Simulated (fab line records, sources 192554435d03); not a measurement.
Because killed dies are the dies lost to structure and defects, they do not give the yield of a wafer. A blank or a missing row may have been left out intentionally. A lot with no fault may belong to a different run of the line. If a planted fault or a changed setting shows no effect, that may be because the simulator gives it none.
A single fault, viewed from 3 desks    flow n5_finfet    numbers are kept per desk, each desk with only its own; the story behind them comes last
Where a reading is given only as a bound, like >300, the bound stands for it, and a mean or a difference that rests on one is marked > or <: the true number lies beyond.

## THE TOOL OWNER'S DESK: ald_sin-01
The tool's own readings at N5_BEOL_M0_SAQP_SPACER2_ALD_26 (deposits SiO2, target thk 15 nm, pulse time 1 s, purge time 2 s): means of the sampled wafers that have a number, for each lot that ran on this tool. The brackets show how far a lot's mean lies from the usual mean; more than 4 standard deviations puts the lot out of limits, marked OUT.
Columns: A = heater_power_w at N5_BEOL_M0_SAQP_SPACER2_ALD_26, usual 436 W; B = precursor_pulse_height_rel at N5_BEOL_M0_SAQP_SPACER2_ALD_26, usual 1.001
lot   first seen here  A    B
L779  day 6 03:16      448  0.980
L783  day 7 03:17      415  1.004
L785  day 7 14:22      472  0.993
L790  day 8 23:17      463  0.989
L791  day 9 10:34      435  1.016
This desk's verdict: no lot among the 5 shows anything out of limits.

## THE METROLOGY DESK
Means of the sampled wafers that have a number, per lot and without regard to the tool the lot ran on: this is what the gauges read. The brackets show how far a lot's mean lies from the usual mean; more than 4 standard deviations puts the lot out of limits, marked OUT. Readings shown: 7 of its 11, picked as those furthest out on some lot.
Columns: A = M0_CUT1_OVL at N5_BEOL_M0_SAQP_OVL_MEAS_41, usual -0.4 nm; B = DIBL_N at N5_BEOL_M4_RC_MEAS_101, usual 36.3 mV/V; C = DIBL_P at N5_BEOL_M4_RC_MEAS_101, usual 36.2 mV/V; D = IOFF_N at N5_BEOL_M4_RC_MEAS_101, usual 0.157 nA/um; E = IOFF_P at N5_BEOL_M4_RC_MEAS_101, usual 0.206 nA/um; F = ION_N at N5_BEOL_M4_RC_MEAS_101, usual 673 uA/um; G = ION_P at N5_BEOL_M4_RC_MEAS_101, usual 461 uA/um
lot   first seen here  A     B     C     D      E      F    G
L779  day 6 04:21      0.0   36.6  37.1  0.152  0.209  662  457
L783  day 7 04:37      0.5   38.4  37.4  0.178  0.222  680  467
L785  day 7 15:27      -1.4  36.3  35.7  0.151  0.182  675  460
L790  day 9 00:34      -1.0  35.5  35.4  0.157  0.206  671  459
L791  day 9 11:40      -1.1  36.5  36.1  0.186  0.254  685  472
L794  day 10 01:01     1.3   36.3  36.9  0.165  0.200  670  458
L799  day 11 07:05     -0.2  35.6  35.4  0.144  0.188  667  458
L800  day 11 12:02     -0.5  37.0  39.3  0.193  0.216  690  464
This desk's verdict: no lot among the 8 shows anything out of limits.

## THE DEFECT DESK
Inspection counts along the route, by lot: the mean over sampled wafers that carry a number. The brackets show how far a lot's mean lies from the usual mean; more than 4 standard deviations puts the lot out of limits, marked OUT.
Columns: A = raw_defect_count at N5_BEOL_M0_SAQP_INSPECT_42, usual 289; B = raw_defect_count at N5_BEOL_M0_CUTY_INSPECT_59, usual 2.0
lot   first seen here  A                B
L779  day 6 04:24      343              3.0
L783  day 7 04:40      214              3.0
L785  day 7 15:31      296              1.0
L790  day 9 00:37      1024 (+9.4) OUT  >300 (+99 or more) OUT
L791  day 9 11:43      1105 (+10) OUT   >300 (+99 or more) OUT
L794  day 10 01:04     332              1.3
L799  day 11 07:08     336              1.7
L800  day 11 12:05     404              2.0
This desk's verdict: out of limits on L790, L791, starting with L790 at day 9 00:37 (raw_defect_count at N5_BEOL_M0_SAQP_INSPECT_42). Within limits: L779, L783, L785, L794, L799, L800.

## PUT TOGETHER
The defect desk could have raised an alarm at day 9 00:37, on L790, L791.
The tool owner's desk saw nothing out of limits.
Nothing out of limits was seen by the metrology desk.
Tool owner's desk: L790, L791 on record, inside its limits.
The metrology desk has L790, L791 on record, within its limits.
Every lot named ran N5_BEOL_M0_SAQP_SPACER2_ALD_26 on ald_sin-01.

## WHAT THE SIMULATOR HAD PUT IN
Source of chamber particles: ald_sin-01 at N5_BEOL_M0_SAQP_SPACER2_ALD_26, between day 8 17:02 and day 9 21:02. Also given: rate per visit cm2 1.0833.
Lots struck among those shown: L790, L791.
Hours from the fault's start to each desk's first reading out of limits: the defect desk, 8.
